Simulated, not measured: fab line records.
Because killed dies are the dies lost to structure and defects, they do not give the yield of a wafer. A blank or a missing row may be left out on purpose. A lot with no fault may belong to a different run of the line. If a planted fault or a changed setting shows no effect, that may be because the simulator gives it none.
Chamber matching || flow n5Finfet || N5_BEOL_M5_PRE_CLEAN_77 on cvdCo-01 has 3 sister chambers
The step time 15 s. 3 wafers are shown with their chamber, then 11 later ones without.

WAFERS WITH THEIR CHAMBER
{"wafer": "L087.4", "chamber": 0, "heaterPowerW (W)": 93}
{"wafer": "L089.5", "chamber": 2, "heaterPowerW (W)": 149}
{"wafer": "L091.1", "chamber": 1, "heaterPowerW (W)": 63}

WAFERS WHOSE CHAMBER IS MISSING
{"wafer": "L091.3", "heaterPowerW (W)": 93}
{"wafer": "L091.6", "heaterPowerW (W)": 93}
{"wafer": "L092.1", "heaterPowerW (W)": 95}
{"wafer": "L092.2", "heaterPowerW (W)": 141}
{"wafer": "L092.5", "heaterPowerW (W)": 92}
{"wafer": "L095.4", "heaterPowerW (W)": 148}
{"wafer": "L095.5", "heaterPowerW (W)": 92}
{"wafer": "L095.6", "heaterPowerW (W)": 61}
{"wafer": "L096.1", "heaterPowerW (W)": 91}
{"wafer": "L096.3", "heaterPowerW (W)": 64}
{"wafer": "L096.5", "heaterPowerW (W)": 63}

WHICH CHAMBER EACH WENT THROUGH
{"wafer": "L091.3", "from the rows above": 0, "in truth": 0}
{"wafer": "L091.6", "from the rows above": 0, "in truth": 0}
{"wafer": "L092.1", "from the rows above": 0, "in truth": 0}
{"wafer": "L092.2", "from the rows above": 2, "in truth": 2}
{"wafer": "L092.5", "from the rows above": 0, "in truth": 0}
{"wafer": "L095.4", "from the rows above": 2, "in truth": 2}
{"wafer": "L095.5", "from the rows above": 0, "in truth": 0}
{"wafer": "L095.6", "from the rows above": 1, "in truth": 1}
{"wafer": "L096.1", "from the rows above": 0, "in truth": 0}
{"wafer": "L096.3", "from the rows above": 1, "in truth": 1}
{"wafer": "L096.5", "from the rows above": 1, "in truth": 1}
Correctly placed: 11 of 11. Not placeable from these rows: 0. Number placed wrongly: 0.
How it was worked out, from the rows above alone: a wafer's distance from a chamber is the root of the sum, over the readings, of the square of ((its reading less the chamber's mean) divided by the reading's scatter). If the next closest chamber is less than 2 further off than the closest, the wafer can't be placed; otherwise it belongs to the closest. The mean given for a chamber averages the wafers shown for that chamber. The scatter: root of mean squared gap, hidden wafer to nearest shown wafer, with one shown wafer a chamber.
